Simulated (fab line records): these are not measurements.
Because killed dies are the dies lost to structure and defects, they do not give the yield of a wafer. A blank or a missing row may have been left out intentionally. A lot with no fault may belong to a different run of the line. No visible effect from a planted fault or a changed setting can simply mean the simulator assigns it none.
Which of the tools did it? | flow nand harc | 24 lots, 72 wafers sampled, at 2 steps of a route of 1302

WHAT THE GAUGES READ, wafer by wafer
NHARC_P_M0_CD_MEAS_09 targets a cd of 90 nm. Usual: 89.7 nm for cd nm, sd 0.77.
lot  | measured     | on        | cd nm (nm)     | flag
L074 | day 5 21:08  | cd sem-03 | 90.4 90.9 90.4 |
L075 | day 6 11:42  | cd sem-03 | 89.9 88.9 89.2 |
L076 | day 6 20:31  | cd sem-03 | 89.9 90.0 90.0 |
L077 | day 7 09:29  | cd sem-02 | 89.7 90.1 89.3 |
L078 | day 7 16:59  | cd sem-02 | 89.1 89.5 90.1 |
L079 | day 8 07:41  | cd sem-01 | 89.3 89.8 91.0 |
L080 | day 8 09:02  | cd sem-01 | 90.2 89.0 88.8 |
L082 | day 9 05:50  | cd sem-03 | 90.4 89.5 89.1 |
L081 | day 9 06:47  | cd sem-03 | 91.0 90.3 90.7 |
L083 | day 9 22:14  | cd sem-02 | 88.9 87.2 90.1 |
L084 | day 10 07:43 | cd sem-02 | 89.4 90.4 88.3 |
L085 | day 10 14:05 | cd sem-02 | 90.3 90.5 90.7 |
L086 | day 10 22:20 | cd sem-02 | 89.8 90.2 90.0 |
L087 | day 12 02:23 | cd sem-03 | 90.2 89.2 88.1 |
L088 | day 12 05:20 | cd sem-01 | 90.0 90.1 88.8 |
L089 | day 12 16:21 | cd sem-03 | 90.2 90.8 90.2 |
L090 | day 12 18:41 | cd sem-03 | 89.6 88.0 89.1 |
L091 | day 13 05:44 | cd sem-02 | 88.7 89.8 88.1 |
L092 | day 13 16:52 | cd sem-02 | 89.5 90.8 88.2 |
L093 | day 14 03:21 | cd sem-03 | 89.6 89.3 89.1 |
L094 | day 14 09:10 | cd sem-03 | 87.8 88.1 90.1 |
L095 | day 14 20:40 | cd sem-03 | 89.5 90.4 90.3 |
L096 | day 15 04:13 | cd sem-03 | 90.1 92.1 90.2 |
L097 | day 15 16:36 | cd sem-03 | 89.8 90.1 90.4 |

EACH LOT AND THE TOOL THAT RAN IT (in order: tool; ch and the chambers of the sampled wafers; start)
lot  | NHARC_P_CONTACT_CVD_23
L074 | cvd w-01 ch 0,1, day 5 21:08 or earlier
L075 | cvd w-02 ch 0,1, day 6 11:42 or earlier
L076 | cvd w-01 ch 0,1, day 6 20:31 or earlier
L077 | cvd w-02 ch 0,1, day 7 09:29 or earlier
L078 | cvd w-02 ch 0,1, day 7 16:59 or earlier
L079 | cvd w-02 ch 0, day 8 07:41 or earlier
L080 | cvd w-01 ch 0,1, day 8 09:02 or earlier
L082 | cvd w-02 ch 0,1, day 9 05:50 or earlier
L081 | cvd w-02 ch 0,1, day 9 06:47 or earlier
L083 | cvd w-01 ch 0,1, day 9 22:14 or earlier
L084 | cvd w-02 ch 0,1, day 10 07:43 or earlier
L085 | cvd w-01 ch 0,1, day 10 14:05 or earlier
L086 | cvd w-02 ch 0,1, day 10 22:20 or earlier
L087 | cvd w-02 ch 0,1, day 12 02:23 or earlier
L088 | cvd w-02 ch 0,1, day 12 05:20 or earlier
L089 | cvd w-01 ch 0, day 12 16:21 or earlier
L090 | cvd w-01 ch 0,1, day 12 18:41 or earlier
L091 | cvd w-02 ch 0,1, day 13 05:44 or earlier
L092 | cvd w-02 ch 0,1, day 13 16:52 or earlier
L093 | cvd w-02 ch 0,1, day 14 03:21 or earlier
L094 | cvd w-01 ch 0, day 14 09:10 or earlier
L095 | cvd w-02 ch 0,1, day 14 20:40 or earlier
L096 | cvd w-02 ch 0,1, day 15 04:13 or earlier
L097 | cvd w-02 ch 0,1, day 15 16:36 or earlier
- NHARC_P_CONTACT_CVD_23: deposits W, target thk 200 nm, time 557 s.

WHAT THE TOOLS THEMSELVES READ (means of the sampled wafers that have a number; where no wafer has one, the mark that the record gives instead)
NHARC_P_CONTACT_CVD_23. Usual: heater power w 522 W, standard deviation 62; throttle valve pct 7.96 %, standard deviation 0.24.
lot  | tool     | heater power w (W) | throttle valve pct (%) | flag
L074 | cvd w-01 | 469                | 8.22                   |
L075 | cvd w-02 | 531                | 7.76                   |
L076 | cvd w-01 | 460                | 8.27                   |
L077 | cvd w-02 | 533                | 7.74                   |
L078 | cvd w-02 | 524                | 7.84                   |
L079 | cvd w-02 | 494                | 7.67                   |
L080 | cvd w-01 | 466                | 8.14                   |
L082 | cvd w-02 | 563                | 7.88                   |
L081 | cvd w-02 | 572                | 7.81                   |
L083 | cvd w-01 | 487                | 8.13                   |
L084 | cvd w-02 | 536                | 8.02                   |
L085 | cvd w-01 | 488                | 8.20                   |
L086 | cvd w-02 | 574                | 7.87                   |
L087 | cvd w-02 | 574                | 7.92                   |
L088 | cvd w-02 | 580                | 8.03                   |
L089 | cvd w-01 | 459                | 8.10                   |
L090 | cvd w-01 | 475                | 8.07                   |
L091 | cvd w-02 | 550                | 7.87                   |
L092 | cvd w-02 | 555                | 7.81                   |
L093 | cvd w-02 | 512                | 7.82                   |
L094 | cvd w-01 | 463                | 8.22                   |
L095 | cvd w-02 | 565                | 7.75                   |
L096 | cvd w-02 | 516                | 7.77                   |
L097 | cvd w-02 | 558                | 7.79                   |

THE ANSWER, worked out from the rows above alone
Rule: a lot is off if the mean of its wafers that have a number lies more than 3 standard deviations from the usual mean. Also off: a lot with no number at a reading for which 4 or more lots have one. Any other lot the step has rows for is counted as sound. After the gauges, taken in route order, come the tools' own readings; for these a lot's mean is taken, as printed above. The first step at which some lot is off is used, and at that step the reading that is off furthest; a lot without a number counts as furthest.
None of the lots is off at any reading shown; this tells nothing.

WHAT WAS PUT IN BY THE SIMULATOR
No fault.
